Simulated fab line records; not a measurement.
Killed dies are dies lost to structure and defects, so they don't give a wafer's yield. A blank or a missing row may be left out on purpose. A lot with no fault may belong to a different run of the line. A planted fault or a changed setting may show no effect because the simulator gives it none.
One fault seen from 3 desks / flow n5Finfet / what lay behind the numbers comes last; until then each desk has only its own

== TOOL OWNER'S DESK, aldHk-03 ==
The tool's own readings at N5_HKMG_FIN_HK_ALD_01 (deposits HfO2, target thk 1.6 nm, pulse time 3 s, purge time 3 s): means of the sampled wafers that have a number, for each lot that ran on this tool. Marked OUT: a lot whose mean sits more than 4 standard deviations from the usual mean, which makes it out of limits; the brackets give that distance.
Columns: A = precursorPulseHeightRel at N5_HKMG_FIN_HK_ALD_01, usual 0.999
lot=L263; first seen here=day 4 03:15; A=1.021
lot=L264; first seen here=day 4 13:32; A=1.006
lot=L268; first seen here=day 5 08:39; A=1.004
lot=L272; first seen here=day 6 13:56; A=1.015
lot=L275; first seen here=day 7 06:07; A=1.004
lot=L284; first seen here=day 9 12:49; A=1.005
lot=L285; first seen here=day 9 15:32; A=0.981
This desk's finding: nothing out of limits on any of the 7 lots.

== FROM THE METROLOGY DESK ==
What the gauges read for every lot (on any tool): the sampled wafers with a number, averaged. Marked OUT: a lot whose mean sits more than 4 standard deviations from the usual mean, which makes it out of limits; the brackets give that distance.
Columns: A = thkNm at N5_ILD0_THK_MEAS_08, usual 139.5 nm; B = SDB_THK at N5_SDB_THK_MEAS_31, usual 64.4 nm; C = HK_THK at N5_HKMG_FIN_THK_MEAS_70, usual 1.603 nm
lot=L263; first seen here=day 3 19:06; A=140.0; B=65.6; C=1.581
lot=L264; first seen here=day 4 05:13; A=140.9; B=64.0; C=1.609
lot=L265; first seen here=day 4 06:12; A=139.1; B=65.1; C=1.589
lot=L266; first seen here=day 4 14:19; A=140.2; B=62.8; C=1.603
lot=L267; first seen here=day 4 18:38; A=140.2; B=65.1; C=1.610
lot=L268; first seen here=day 4 23:50; A=139.0; B=65.1; C=1.617
lot=L269; first seen here=day 5 08:19; A=139.2; B=64.2; C=1.616
lot=L272; first seen here=day 6 04:39; A=139.9; B=64.3; C=0.919 (-40) OUT
lot=L273; first seen here=day 6 06:31; A=140.1; B=64.0; C=1.615
lot=L275; first seen here=day 6 21:14; A=138.7; B=63.7; C=0.908 (-41) OUT
lot=L278; first seen here=day 7 13:26; A=139.2; B=63.4; C=1.599
lot=L284; first seen here=day 9 04:16; A=140.0; B=64.1; C=1.614
lot=L285; first seen here=day 9 07:08; A=141.8; B=65.4; C=1.609
This desk finds L272, L275 out of limits, with the earliest case on L272 at day 6 17:36 (HK_THK at N5_HKMG_FIN_THK_MEAS_70). L263, L264, L265, L266, L267, L268, L269, L273, L278, L284, L285: within limits.

== THE DEFECT DESK ==
For each lot, the counts of the inspections along the route, averaged over the sampled wafers that have a number. Marked OUT: a lot whose mean sits more than 4 standard deviations from the usual mean, which makes it out of limits; the brackets give that distance.
Columns: A = rawDefectCount at N5_HKMG_FIN_INSPECT_61, usual 1.9
lot=L263; first seen here=day 4 04:07; A=2.0
lot=L264; first seen here=day 4 14:25; A=2.0
lot=L265; first seen here=day 4 15:22; A=1.3
lot=L266; first seen here=day 5 00:36; A=2.0
lot=L267; first seen here=day 5 03:53; A=1.5
lot=L268; first seen here=day 5 09:39; A=2.7
lot=L269; first seen here=day 5 17:43; A=2.0
lot=L272; first seen here=day 6 15:10; A=2.3
lot=L273; first seen here=day 6 16:50; A=1.0
lot=L275; first seen here=day 7 07:07; A=1.3
lot=L278; first seen here=day 7 22:50; A=1.0
lot=L284; first seen here=day 9 13:56; A=2.7
lot=L285; first seen here=day 9 16:37; A=2.0
This desk's finding: nothing out of limits on any of the 13 lots.

== TAKEN TOGETHER ==
The metrology desk could have raised an alarm at day 6 17:36, on L272, L275.
The desk of the tool owner found nothing out of limits.
No out-of-limits result turned up at the defect desk.
Tool owner's desk: L272, L275 on record, inside its limits.
The defect desk has L272, L275 on record, within its limits.
The lots listed all ran N5_HKMG_FIN_HK_ALD_01 on aldHk-03.

== WHAT THE SIMULATOR HAD INSERTED ==
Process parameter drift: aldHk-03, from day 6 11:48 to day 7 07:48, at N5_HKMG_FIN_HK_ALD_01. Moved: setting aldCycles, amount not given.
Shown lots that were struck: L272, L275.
Time in hours between the start of the fault and the first out-of-limits reading at each desk: metrology desk, 6.
